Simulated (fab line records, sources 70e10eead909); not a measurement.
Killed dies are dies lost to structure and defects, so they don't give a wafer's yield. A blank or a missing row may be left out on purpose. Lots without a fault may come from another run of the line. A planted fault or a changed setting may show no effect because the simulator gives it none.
Problem report in the 8D (eight disciplines) form, filled by code | flow nand_harc | the parts of the form that need people (team, actions taken, sign-off) are left out

1. THE PROBLEM
cd_nm at NHARC_P_ZERO_WELL_CD_MEAS_11 reads a mean of 511.0 nm on 6 wafers of 2 lots; wafers without a fault read 500.1 nm with a standard deviation of 1.7. That is +6.4 standard deviations from the usual mean.
The step: target cd 500 nm.
First seen on wafer L127.4, day 3 13:15, on cd_sem-03. The record holds 33 wafers of 11 lots with a number at this step. Rule for "out", or "out of limits": more than 4 standard deviations from the usual mean. The other wafers with a number count as sound.

2. WHAT IT IS AND WHAT IT IS NOT
question                    | is                     | is not
which readings at this step | cd_nm                  | -
which lots                  | L127, L130             | L123, L136, L139, L140, L141, L142, L143, L144, L145
which wafers of those lots  | all that have a number | -
read on which gauges        | cd_sem-03              | cd_sem-01, cd_sem-02
when                        | from day 3 13:15       | up to then (3 sound wafers); but 24 sound wafers of L136, L139, L140, L141, L142, L143, L144, L145 came after

3. SUSPECTS, AND WHAT RULES EACH OUT
Counting: a tool at a process step up to the reading stays a suspect if it ran every lot that is out and no sound lot after the first of them.
- the gauge at NHARC_P_ZERO_WELL_CD_MEAS_11: kept. All the wafers that are out were read on cd_sem-03, and no step on other tools shows them out.
- litho_track-02 at NHARC_P_ZERO_WELL_PEB_09 (peb time 80 s): ruled out as a lasting fault. Sound lots L136, L140, L142 ran on it after its first lot that is out, L127 (day 3 13:10).
Left after counting: cd_sem-03 at NHARC_P_ZERO_WELL_CD_MEAS_11.

4. THE CAUSE (what the simulator had put in)
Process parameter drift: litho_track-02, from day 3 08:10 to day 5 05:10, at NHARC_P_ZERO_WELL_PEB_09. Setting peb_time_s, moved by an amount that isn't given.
Counting ruled it out, wrongly: the rule takes a fault to strike every lot that its tool runs from its start on, and this one did not.

5. THE CHAIN OF EFFECTS, in route order
Each row: a reading whose mean over the struck wafers that have a number lies more than 3 standard deviations from the usual. Only readings for which the record gives a usual standard deviation are gone through. hours: the time from each lot's start at the first step in this table that gives one to its start at this step, as a median over the lots. sigmas: the change in usual standard deviations.
hours | step                         | reading | usual    | on struck wafers | change | sigmas
0     | NHARC_P_ZERO_WELL_CD_MEAS_11 | cd_nm   | 500.1 nm | 511.0            | +10.9  | +6.4

6. WHAT WOULD HAVE CAUGHT IT SOONER
In this record the first reading out of limits at a measuring or inspecting step was taken at day 3 13:15, 5 hours after the fault began at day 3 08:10.
